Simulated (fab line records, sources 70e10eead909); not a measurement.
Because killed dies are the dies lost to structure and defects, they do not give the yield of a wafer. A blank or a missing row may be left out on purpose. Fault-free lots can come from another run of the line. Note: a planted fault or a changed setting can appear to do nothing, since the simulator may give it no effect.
fab line records / flow nandHarc
[record] lots = 6 wafers = 17 lastDay = 24
route steps=1159 shown A_M0@1019 A_M1@1026
lots that met no fault: from a run of the same line without faults
startH: start of the lot's first displayed wafer, in hours after the record's first day / waitH: hours elapsed since this lot's preceding step / " same as the row above / L1.1+2: one row covering several wafers at once / - value missing, or start not given / * or withheld: withheld / < > ~ a bound
route shown NAME@n: names a module that has steps shown in the file, with the first one's number in the route / usual: average and standard deviation across the fault-free wafers / same: alike in all rows / chamber/n: place in a boat / sites: each site's reading / _std_site: their standard deviation / _edge_site: mean of outer sites minus mean of inner sites / radiusMm: how far each site lies from the wafer's centre / mask NAME#n: copy n / behind: the most recent tool/chamber to have shaped the wafer / hold: what put the lot on hold/how long, in hours/how the hold closed / device: names the non-switching transistor (n, p or np) / end of line: the same wafers' tests at the end of the route / a step with no rows: only its recipe / killed: not the wafer's yield, but the dies lost to structure and defects at the first sort / map: dies across one wafer; x = killed, . = not, _ = none there
set.NAME: setting as actually run; set.NAME@STEP: the setting as run at that earlier step / model.NAME: the simulator's own value behind a step, which no gauge read
lots at selected steps of the route; one table per step, one row per wafer
services: a tool's chamber out of use, with start hour (startH, from the record's first day; less than 0 if before it), hours out, and reason
[[steps]]
[step NHARC_A_M0_CMP_23]
[recipe] tOverpolishS = 20 targetThkNm = 113.75
[usual] motorCurrentA = 12.0/1.6 retainingRingPressureFrac = 1.000/0.005 slurryFlowMlMin = 150.1/0.47 timeToEndpointS = 29.9/2.9
lot.wafer=L144.1 tool=cmp-03 chamber=1 startH=403.09 waitH=- motorCurrentA=12.8 retainingRingPressureFrac=0.996 slurryFlowMlMin=149.7 timeToEndpointS=29.2
lot.wafer=L144.6 tool=cmp-03 chamber=3 startH=403.09 waitH=- motorCurrentA=10.1 retainingRingPressureFrac=0.994 slurryFlowMlMin=149.7 timeToEndpointS=31.2
lot.wafer=L144.5 tool=cmp-03 chamber=0 startH=403.09 waitH=- motorCurrentA=13.0 retainingRingPressureFrac=0.999 slurryFlowMlMin=149.4 timeToEndpointS=33.9
lot.wafer=L145.2 tool=cmp-03 chamber=1 startH=408.17 waitH=- motorCurrentA=12.4 retainingRingPressureFrac=0.997 slurryFlowMlMin=149.6 timeToEndpointS=27.1
lot.wafer=L145.5 tool=cmp-03 chamber=2 startH=408.17 waitH=- motorCurrentA=15.4 retainingRingPressureFrac=1.001 slurryFlowMlMin=150.1 timeToEndpointS=28.6
lot.wafer=L145.6 tool=cmp-03 chamber=3 startH=408.17 waitH=- motorCurrentA=9.7 retainingRingPressureFrac=0.999 slurryFlowMlMin=150.3 timeToEndpointS=30.5
lot.wafer=L155.5 tool=cmp-03 chamber=0 startH=467.87 waitH=- motorCurrentA=12.9 retainingRingPressureFrac=1.005 slurryFlowMlMin=150.8 timeToEndpointS=35.2
lot.wafer=L155.6 tool=cmp-03 chamber=1 startH=467.87 waitH=- motorCurrentA=12.9 retainingRingPressureFrac=0.998 slurryFlowMlMin=149.8 timeToEndpointS=32.3
lot.wafer=L157.1 tool=cmp-04 chamber=3 startH=480.18 waitH=- motorCurrentA=13.8 retainingRingPressureFrac=0.988 slurryFlowMlMin=150.5 timeToEndpointS=31.5
lot.wafer=L157.5 tool=cmp-04 chamber=1 startH=480.18 waitH=- motorCurrentA=11.8 retainingRingPressureFrac=1.005 slurryFlowMlMin=149.3 timeToEndpointS=26.1
lot.wafer=L157.6 tool=cmp-04 chamber=2 startH=480.18 waitH=- motorCurrentA=11.9 retainingRingPressureFrac=1.002 slurryFlowMlMin=150.4 timeToEndpointS=31.1
lot.wafer=L161.1 tool=cmp-03 chamber=1 startH=518.54 waitH=- motorCurrentA=13.1 retainingRingPressureFrac=1.004 slurryFlowMlMin=150.0 timeToEndpointS=27.1
lot.wafer=L161.6 tool=cmp-03 chamber=2 startH=518.54 waitH=- motorCurrentA=14.8 retainingRingPressureFrac=0.996 slurryFlowMlMin=150.3 timeToEndpointS=28.7
lot.wafer=L161.5 tool=cmp-03 chamber=3 startH=518.54 waitH=- motorCurrentA=10.4 retainingRingPressureFrac=0.992 slurryFlowMlMin=149.6 timeToEndpointS=29.8
lot.wafer=L160.2 tool=cmp-04 chamber=1 startH=519.20 waitH=- motorCurrentA=11.7 retainingRingPressureFrac=1.007 slurryFlowMlMin=150.2 timeToEndpointS=26.3
lot.wafer=L160.5 tool=cmp-04 chamber=3 startH=519.20 waitH=- motorCurrentA=13.8 retainingRingPressureFrac=1.001 slurryFlowMlMin=149.6 timeToEndpointS=31.3
lot.wafer=L160.6 tool=cmp-04 chamber=0 startH=519.20 waitH=- motorCurrentA=11.5 retainingRingPressureFrac=1.008 slurryFlowMlMin=151.3 timeToEndpointS=36.8
[step NHARC_A_M0_THK_MEAS_24]
[recipe] thkMeasGauge = xrf
[usual] thkNm = 114.2/1.7
lot.wafer=L144.1 tool=filmMetro-01 chamber=- startH=403.35 waitH=- thkNm=114.3
lot.wafer=L144.5 tool=filmMetro-01 chamber=- startH=403.35 waitH=- thkNm=114.3
lot.wafer=L144.6 tool=filmMetro-01 chamber=- startH=403.35 waitH=- thkNm=114.7
lot.wafer=L145.2 tool=filmMetro-02 chamber=- startH=408.40 waitH=- thkNm=112.1
lot.wafer=L145.5 tool=filmMetro-02 chamber=- startH=408.40 waitH=- thkNm=113.9
lot.wafer=L145.6 tool=filmMetro-02 chamber=- startH=408.40 waitH=- thkNm=113.9
lot.wafer=L155.5 tool=filmMetro-02 chamber=- startH=468.07 waitH=- thkNm=114.1
lot.wafer=L155.6 tool=filmMetro-02 chamber=- startH=468.07 waitH=- thkNm=114.3
lot.wafer=L157.1 tool=filmMetro-02 chamber=- startH=480.45 waitH=- thkNm=113.4
lot.wafer=L157.5 tool=filmMetro-02 chamber=- startH=480.45 waitH=- thkNm=108.8
lot.wafer=L157.6 tool=filmMetro-02 chamber=- startH=480.45 waitH=- thkNm=112.2
lot.wafer=L161.1 tool=filmMetro-02 chamber=- startH=518.78 waitH=- thkNm=110.6
lot.wafer=L161.5 tool=filmMetro-02 chamber=- startH=518.78 waitH=- thkNm=112.2
lot.wafer=L161.6 tool=filmMetro-02 chamber=- startH=518.78 waitH=- thkNm=110.9
lot.wafer=L160.2 tool=filmMetro-02 chamber=- startH=519.47 waitH=- thkNm=114.3
lot.wafer=L160.5 tool=filmMetro-02 chamber=- startH=519.47 waitH=- thkNm=115.0
lot.wafer=L160.6 tool=filmMetro-02 chamber=- startH=519.47 waitH=- thkNm=116.7
[step NHARC_A_M0_SRD_25]
[step NHARC_A_M0_INSPECT_27]
[usual] rawDefectCount = 470/130
lot.wafer=L144.1 tool=defectInspect-02 chamber=- startH=403.50 waitH=0.0 rawDefectCount=395
lot.wafer=L144.5 tool=defectInspect-02 chamber=- startH=403.50 waitH=0.0 rawDefectCount=534
lot.wafer=L144.6 tool=defectInspect-02 chamber=- startH=403.50 waitH=0.0 rawDefectCount=830
lot.wafer=L145.2 tool=defectInspect-02 chamber=- startH=408.56 waitH=0.0 rawDefectCount=579
lot.wafer=L145.5 tool=defectInspect-02 chamber=- startH=408.56 waitH=0.0 rawDefectCount=458
lot.wafer=L145.6 tool=defectInspect-02 chamber=- startH=408.56 waitH=0.0 rawDefectCount=580
lot.wafer=L155.5 tool=defectInspect-02 chamber=- startH=468.23 waitH=0.0 rawDefectCount=588
lot.wafer=L155.6 tool=defectInspect-02 chamber=- startH=468.23 waitH=0.0 rawDefectCount=351
lot.wafer=L157.1 tool=defectInspect-02 chamber=- startH=480.61 waitH=0.0 rawDefectCount=381
lot.wafer=L157.5 tool=defectInspect-02 chamber=- startH=480.61 waitH=0.0 rawDefectCount=494
lot.wafer=L157.6 tool=defectInspect-02 chamber=- startH=480.61 waitH=0.0 rawDefectCount=296
lot.wafer=L161.1 tool=defectInspect-02 chamber=- startH=518.95 waitH=0.0 rawDefectCount=445
lot.wafer=L161.5 tool=defectInspect-02 chamber=- startH=518.95 waitH=0.0 rawDefectCount=484
lot.wafer=L161.6 tool=defectInspect-02 chamber=- startH=518.95 waitH=0.0 rawDefectCount=399
lot.wafer=L160.2 tool=defectInspect-01 chamber=- startH=519.62 waitH=0.0 rawDefectCount=337
lot.wafer=L160.5 tool=defectInspect-01 chamber=- startH=519.62 waitH=0.0 rawDefectCount=343
lot.wafer=L160.6 tool=defectInspect-01 chamber=- startH=519.62 waitH=0.0 rawDefectCount=348
[step NHARC_A_M0_PRE_CLEAN_31]
[recipe] timeS = 12 tempC = 370 rfPowerW = 300 gas = NH3
[usual] heaterPowerW = 606/72
lot.wafer=L144.1 tool=pecvd-01 chamber=1 startH=405.28 waitH=1.8 heaterPowerW=573
lot.wafer=L144.6 tool=pecvd-01 chamber=1 startH=405.28 waitH=1.8 heaterPowerW=567
lot.wafer=L144.5 tool=pecvd-01 chamber=2 startH=405.28 waitH=1.8 heaterPowerW=609
lot.wafer=L145.2 tool=pecvd-03 chamber=2 startH=408.65 waitH=0.1 heaterPowerW=588
lot.wafer=L145.6 tool=pecvd-03 chamber=0 startH=408.65 waitH=0.1 heaterPowerW=614
lot.wafer=L145.5 tool=pecvd-03 chamber=2 startH=408.65 waitH=0.1 heaterPowerW=581
lot.wafer=L155.5 tool=pecvd-01 chamber=2 startH=468.37 waitH=0.1 heaterPowerW=532
lot.wafer=L155.6 tool=pecvd-01 chamber=1 startH=468.37 waitH=0.1 heaterPowerW=583
lot.wafer=L157.1 tool=pecvd-04 chamber=0 startH=480.73 waitH=0.1 heaterPowerW=680
lot.wafer=L157.5 tool=pecvd-04 chamber=0 startH=480.73 waitH=0.1 heaterPowerW=668
lot.wafer=L157.6 tool=pecvd-04 chamber=2 startH=480.73 waitH=0.1 heaterPowerW=493
lot.wafer=L161.1 tool=pecvd-04 chamber=2 startH=519.03 waitH=0.1 heaterPowerW=565
lot.wafer=L161.5 tool=pecvd-04 chamber=2 startH=519.03 waitH=0.1 heaterPowerW=559
lot.wafer=L161.6 tool=pecvd-04 chamber=0 startH=519.03 waitH=0.1 heaterPowerW=610
lot.wafer=L160.2 tool=pecvd-03 chamber=2 startH=519.78 waitH=0.2 heaterPowerW=527
lot.wafer=L160.6 tool=pecvd-03 chamber=2 startH=519.78 waitH=0.2 heaterPowerW=507
lot.wafer=L160.5 tool=pecvd-03 chamber=0 startH=519.78 waitH=0.2 heaterPowerW=593
[step NHARC_A_M0_DEP_32]
[recipe] targetThkA = 300 tempC = 370 targetThkNm = 30 pressureTorr = 3 flowSccm = 200 rfW = 450 material = SiCN
[usual] heaterPowerW = 542/70
lot.wafer=L144.1 tool=pecvd-01 chamber=1 startH=405.39 waitH=0.1 heaterPowerW=475
lot.wafer=L144.6 tool=pecvd-01 chamber=1 startH=405.39 waitH=0.1 heaterPowerW=468
lot.wafer=L144.5 tool=pecvd-01 chamber=2 startH=405.39 waitH=0.1 heaterPowerW=490
lot.wafer=L145.2 tool=pecvd-03 chamber=2 startH=408.79 waitH=0.1 heaterPowerW=498
lot.wafer=L145.6 tool=pecvd-03 chamber=0 startH=408.79 waitH=0.1 heaterPowerW=507
lot.wafer=L145.5 tool=pecvd-03 chamber=2 startH=408.79 waitH=0.1 heaterPowerW=498
lot.wafer=L155.5 tool=pecvd-01 chamber=2 startH=468.67 waitH=0.3 heaterPowerW=574
lot.wafer=L155.6 tool=pecvd-01 chamber=1 startH=468.67 waitH=0.3 heaterPowerW=468
lot.wafer=L157.1 tool=pecvd-04 chamber=0 startH=480.81 waitH=0.1 heaterPowerW=550
lot.wafer=L157.5 tool=pecvd-04 chamber=0 startH=480.81 waitH=0.1 heaterPowerW=538
lot.wafer=L157.6 tool=pecvd-04 chamber=2 startH=480.81 waitH=0.1 heaterPowerW=499
lot.wafer=L161.1 tool=pecvd-04 chamber=2 startH=519.14 waitH=0.1 heaterPowerW=502
lot.wafer=L161.5 tool=pecvd-04 chamber=2 startH=519.14 waitH=0.1 heaterPowerW=502
lot.wafer=L161.6 tool=pecvd-04 chamber=0 startH=519.14 waitH=0.1 heaterPowerW=607
lot.wafer=L160.2 tool=pecvd-03 chamber=2 startH=519.86 waitH=0.1 heaterPowerW=418
lot.wafer=L160.6 tool=pecvd-03 chamber=2 startH=519.86 waitH=0.1 heaterPowerW=438
lot.wafer=L160.5 tool=pecvd-03 chamber=0 startH=519.86 waitH=0.1 heaterPowerW=530
[step NHARC_A_M1_DEP_00]
[recipe] targetThkA = 1825 targetThkNm = 182.5 tempC = withheld pressureTorr = 5 flowSccm = 200 rfW = 600 material = SiOC
[step NHARC_A_M1_DEHYDRATE_01]
[recipe] tempC = 150 timeS = 120
[step NHARC_A_M1_HMDS_02]
[recipe] timeS = 30
[step NHARC_A_M1_COAT_34]
[recipe] tempC = 200 timeS = 65
[step NHARC_A_M1_COAT_03]
[recipe] spinRpm = 1500 resistThkNm = 90
[step NHARC_A_M1_SOFTBAKE_04]
[recipe] tempC = 105 timeS = 55
[usual] heaterPowerTotalW = 188.45/0.14
lot.wafer=L144.1 tool=lithoTrack-06 chamber=0 startH=406 waitH=- heaterPowerTotalW=188.32
lot.wafer=L144.5 tool=lithoTrack-06 chamber=0 startH=406 waitH=- heaterPowerTotalW=188.38
lot.wafer=L144.6 tool=lithoTrack-06 chamber=0 startH=406 waitH=- heaterPowerTotalW=188.33
lot.wafer=L145.2 tool=lithoTrack-04 chamber=0 startH=409 waitH=- heaterPowerTotalW=188.33
lot.wafer=L145.5 tool=lithoTrack-04 chamber=0 startH=409 waitH=- heaterPowerTotalW=188.35
lot.wafer=L145.6 tool=lithoTrack-04 chamber=0 startH=409 waitH=- heaterPowerTotalW=188.40
lot.wafer=L155.5 tool=lithoTrack-04 chamber=0 startH=469 waitH=- heaterPowerTotalW=199.37
lot.wafer=L155.6 tool=lithoTrack-04 chamber=0 startH=469 waitH=- heaterPowerTotalW=188.72
lot.wafer=L157.1 tool=lithoTrack-04 chamber=0 startH=481 waitH=- heaterPowerTotalW=188.71
lot.wafer=L157.5 tool=lithoTrack-04 chamber=0 startH=481 waitH=- heaterPowerTotalW=199.58
lot.wafer=L157.6 tool=lithoTrack-04 chamber=0 startH=481 waitH=- heaterPowerTotalW=188.67
lot.wafer=L161.1 tool=lithoTrack-01 chamber=0 startH=519 waitH=- heaterPowerTotalW=188.60
lot.wafer=L161.5 tool=lithoTrack-01 chamber=0 startH=519 waitH=- heaterPowerTotalW=188.34
lot.wafer=L161.6 tool=lithoTrack-01 chamber=0 startH=519 waitH=- heaterPowerTotalW=188.34
lot.wafer=L160.2 tool=lithoTrack-01 chamber=0 startH=520 waitH=- heaterPowerTotalW=188.35
lot.wafer=L160.5 tool=lithoTrack-01 chamber=0 startH=520 waitH=- heaterPowerTotalW=188.33
lot.wafer=L160.6 tool=lithoTrack-01 chamber=0 startH=520 waitH=- heaterPowerTotalW=188.47
[step NHARC_A_M1_EBR_05]
[[services]]
tool=cmp-04 chamber=- startH=388.24 hours=0.5 kind=repair
tool=pecvd-04 chamber=0 startH=389.11 hours=- kind=clean
tool=pecvd-04 chamber=1 startH=389.11 hours=- kind=clean
tool=pecvd-04 chamber=2 startH=389.11 hours=- kind=clean
tool=cmp-04 chamber=- startH=399.00 hours=4.0 kind=pm
tool=cmp-03 chamber=- startH=411.00 hours=0.9 kind=repair
tool=pecvd-01 chamber=- startH=418.13 hours=13.0 kind=pm
tool=pecvd-01 chamber=- startH=442.43 hours=0.9 kind=repair
tool=lithoTrack-01 chamber=- startH=443.00 hours=7.0 kind=pm
tool=cmp-03 chamber=- startH=450.00 hours=4.0 kind=pm
tool=cmp-03 chamber=- startH=454.00 hours=- kind=consumableReplace:conditioner
tool=cmp-03 chamber=- startH=454.00 hours=- kind=consumableReplace:pad
tool=lithoTrack-06 chamber=- startH=467.00 hours=7.0 kind=pm
tool=pecvd-03 chamber=- startH=475.11 hours=13.0 kind=pm
tool=pecvd-03 chamber=0 startH=475.11 hours=13.0 kind=ventCycle
tool=pecvd-03 chamber=1 startH=475.11 hours=13.0 kind=ventCycle
tool=pecvd-03 chamber=2 startH=475.11 hours=13.0 kind=ventCycle
tool=cmp-03 chamber=- startH=485.29 hours=1.7 kind=repair
tool=pecvd-03 chamber=0 startH=488.11 hours=- kind=clean
tool=pecvd-03 chamber=1 startH=488.11 hours=- kind=clean
tool=pecvd-03 chamber=2 startH=488.11 hours=- kind=clean
tool=lithoTrack-04 chamber=- startH=491.00 hours=7.0 kind=pm
tool=cmp-04 chamber=- startH=492.96 hours=22.0 kind=repair
tool=cmp-04 chamber=- startH=514.99 hours=4.0 kind=pm
[[key]]
[firstSign] step = NHARC_A_M1_SOFTBAKE_04 reading = heaterPowerTotalW direction = up sigmas = 81 usual = * struck = *
effect none on later readings
metAt NHARC_A_M1_SOFTBAKE_04
struckWafers L155.5,L157.5
onsetBetween 409 469
[fault] kind = processParameterDrift tool = lithoTrack-04 chamber = - onsetH = 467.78 steps = NHARC_A_M1_SOFTBAKE_04 channel = timeS offset = * shape = step endH = 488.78 scope = struckWafersOnly actsIn = * stated = *
